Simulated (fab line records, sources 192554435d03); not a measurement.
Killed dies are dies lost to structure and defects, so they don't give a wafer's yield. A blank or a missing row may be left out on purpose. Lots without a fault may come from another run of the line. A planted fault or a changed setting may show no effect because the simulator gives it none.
Which tool did it? | flow n5_finfet | 12 lots, 36 wafers sampled, at 6 steps of a route of 1938

WHAT THE GAUGES READ, wafer by wafer
N5_BEOL_M0_SAQP_THK_MEAS_05.
lot  | measured     | on            | thk_nm (nm)
L075 | day 5 17:37  | film_metro-01 | 59.1 58.9 59.5
L077 | day 6 07:19  | film_metro-01 | 59.7 59.0 59.2
L079 | day 6 18:51  | film_metro-02 | 59.5 58.5 59.6
L081 | day 7 07:57  | film_metro-02 | 60.8 60.6 60.8
L083 | day 7 15:31  | film_metro-02 | 58.7 59.7 60.2
L085 | day 8 04:34  | film_metro-02 | 59.7 60.3 61.5
L087 | day 8 17:38  | film_metro-01 | 59.5 60.3 60.7
L089 | day 9 08:17  | film_metro-01 | 58.8 58.9 60.7
L091 | day 9 20:20  | film_metro-02 | 59.5 61.3 60.7
L093 | day 10 05:23 | film_metro-01 | 58.8 60.2 60.2
L095 | day 10 13:25 | film_metro-02 | 58.6 60.6 60.2
L097 | day 11 10:01 | film_metro-02 | 60.2 62.1 59.8

WHICH TOOL RAN EACH LOT (tool, then ch and the chambers of the sampled wafers, then the start)
lot  | N5_MOL_CONTACT_COAG_ETCH_106       | N5_MOL_CONTACT_COAG_TI_SIL_19 | N5_MOL_CONTACT_COAG_ETCH_91        | N5_MOL_CONTACT_COAG_ETCHBACK_135   | N5_MOL_CONTACT_COAG_CVD_140
L075 | rie_diel-01 ch 0,2,3, day 4 21:35  | pvd_sputter-01, day 5 00:25   | rie_diel-02 ch 0,3, day 5 07:34    | rie_diel-02 ch 0,3, day 5 07:40    | cvd_w-02 ch 0,1, day 5 09:45
L077 | rie_diel-01 ch 1,2,3, day 5 10:41  | pvd_sputter-03, day 5 11:28   | rie_diel-05 ch 1,3, day 5 21:23    | rie_diel-05 ch 1,3, day 5 21:29    | cvd_w-02 ch 0,1, day 6 00:02
L079 | rie_diel-05 ch 0,1,2, day 5 23:07  | pvd_sputter-03, day 6 01:34   | rie_diel-05 ch 1,2,3, day 6 11:34  | rie_diel-05 ch 1,2,3, day 6 11:39  | cvd_w-02 ch 0,1, day 6 13:50
L081 | rie_diel-02 ch 2,3, day 6 10:50    | pvd_sputter-03, day 6 11:41   | rie_diel-02 ch 1,2,3, day 6 23:13  | rie_diel-02 ch 1,2,3, day 6 23:19  | cvd_w-02 ch 0,1, day 7 01:36
L083 | rie_diel-05 ch 0,2,3, day 6 23:07  | pvd_sputter-01, day 6 23:53   | rie_diel-02 ch 0,1,2, day 7 09:11  | rie_diel-02 ch 0,1,2, day 7 09:16  | cvd_w-01 ch 0,1, day 7 11:02
L085 | rie_diel-01 ch 0,2,3, day 7 12:04  | pvd_sputter-01, day 7 12:50   | rie_diel-01 ch 0,1,2, day 7 21:08  | rie_diel-01 ch 0,1,2, day 7 21:14  | cvd_w-01 ch 0,1, day 7 23:07
L087 | rie_diel-05 ch 2,3, day 7 23:56    | pvd_sputter-03, day 8 00:49   | rie_diel-02 ch 2,3, day 8 09:01    | rie_diel-02 ch 2,3, day 8 09:07    | cvd_w-01 ch 0,1, day 8 11:10
L089 | rie_diel-02 ch 0,1, day 8 11:47    | pvd_sputter-01, day 8 13:26   | rie_diel-02 ch 0,1,2, day 9 01:19  | rie_diel-02 ch 0,1,2, day 9 01:24  | cvd_w-01 ch 0,1, day 9 03:20
L091 | rie_diel-05 ch 0,2,3, day 9 01:28  | pvd_sputter-02, day 9 02:44   | rie_diel-05 ch 1,3, day 9 13:11    | rie_diel-05 ch 1,3, day 9 13:17    | cvd_w-01 ch 0,1, day 9 15:19
L093 | rie_diel-02 ch 1,2,3, day 9 12:13  | pvd_sputter-01, day 9 12:59   | rie_diel-02 ch 0,1,3, day 9 21:27  | rie_diel-02 ch 0,1,3, day 9 21:32  | cvd_w-02 ch 0,1, day 10 00:07
L095 | rie_diel-05 ch 1,2,3, day 9 18:53  | pvd_sputter-03, day 9 19:48   | rie_diel-02 ch 0,1,2, day 10 04:48 | rie_diel-02 ch 0,1,2, day 10 04:53 | cvd_w-01 ch 0,1, day 10 07:04
L097 | rie_diel-05 ch 0,1,2, day 10 11:48 | pvd_sputter-01, day 10 12:34  | rie_diel-05 ch 0,1,2, day 10 23:25 | rie_diel-05 ch 0,1,2, day 10 23:29 | cvd_w-01 ch 0,1, day 11 02:32
- N5_MOL_CONTACT_COAG_ETCH_106: etches SOC in N2/H2, target depth 80 nm, overetch 16 nm, time 120 s.
- N5_MOL_CONTACT_COAG_TI_SIL_19: material Ti, target thk 4.2 nm, time 15 s.
- N5_MOL_CONTACT_COAG_ETCH_91: etches SOC in N2/H2, target depth 60 nm, overetch 21 nm, time 101.2 s.
- N5_MOL_CONTACT_COAG_ETCHBACK_135: etches SiO2 in CHF3, target depth 25 nm, time 16.7 s.
- N5_MOL_CONTACT_COAG_CVD_140: deposits W, target thk 66.5 nm, time 215 s.

THE ANSWER, worked out from the rows above alone
Rule: what is usual is taken from the lots themselves. Put in order of their means at a reading, lots are off if they are a third of the lots or fewer, leave a main group of 4 or more, and stand apart from it by a gap of 3 or more times the standard deviation of the main group's means; of several such gaps the widest counts. A main group whose means are all the same, to the digits that the tables above print for the reading, isn't used. A lot without any number at a reading at which 4 lots or more have one is off too. The other lots that the step has rows for count as sound.
No lot is off at any reading shown: from this, nothing can be told.

WHAT THE SIMULATOR HAD PUT IN
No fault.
